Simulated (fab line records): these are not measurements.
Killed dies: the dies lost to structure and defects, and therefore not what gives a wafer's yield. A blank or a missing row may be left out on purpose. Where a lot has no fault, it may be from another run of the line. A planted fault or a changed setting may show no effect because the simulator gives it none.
Matching of chambers / flow n5_finfet / N5_FIN_SAQP_STRIP_70 on rie_diel-02: 4 sister chambers
The step strips in N2/H2. 4 wafers are shown with their chamber, then 10 later ones without.

## WAFERS, EACH WITH ITS CHAMBER
wafer=L081.3; chamber=2; throttle_valve_pct (%)=19.36
wafer=L089.5; chamber=1; throttle_valve_pct (%)=18.92
wafer=L090.2; chamber=3; throttle_valve_pct (%)=19.22
wafer=L090.4; chamber=0; throttle_valve_pct (%)=18.72

## WAFERS MISSING THEIR CHAMBER
wafer=L090.5; throttle_valve_pct (%)=19.22
wafer=L092.2; throttle_valve_pct (%)=19.21
wafer=L092.3; throttle_valve_pct (%)=18.94
wafer=L092.4; throttle_valve_pct (%)=19.41
wafer=L093.3; throttle_valve_pct (%)=19.42
wafer=L093.5; throttle_valve_pct (%)=19.23
wafer=L093.6; throttle_valve_pct (%)=18.74
wafer=L096.1; throttle_valve_pct (%)=18.94
wafer=L096.3; throttle_valve_pct (%)=19.23
wafer=L096.6; throttle_valve_pct (%)=19.41

## CHAMBER TAKEN BY EACH
wafer=L090.5; from the rows above=3; in truth=3
wafer=L092.2; from the rows above=3; in truth=3
wafer=L092.3; from the rows above=1; in truth=1
wafer=L092.4; from the rows above=2; in truth=2
wafer=L093.3; from the rows above=2; in truth=2
wafer=L093.5; from the rows above=3; in truth=3
wafer=L093.6; from the rows above=0; in truth=0
wafer=L096.1; from the rows above=1; in truth=1
wafer=L096.3; from the rows above=3; in truth=3
wafer=L096.6; from the rows above=2; in truth=2
Placed correctly: 10 of 10. Left unplaced by these rows: 0. Placed wrongly: 0.
How it was worked out, from the rows above alone: a wafer's distance from a chamber is the root of the sum, over the readings, of the square of ((its reading less the chamber's mean) divided by the reading's scatter). If the next closest chamber is less than 2 further off than the closest, the wafer can't be placed; otherwise it belongs to the closest. A chamber's mean is the mean of its shown wafers. The scatter: with one shown wafer a chamber, the root of the mean of the squares of how far each hidden wafer lies from its nearest shown one.
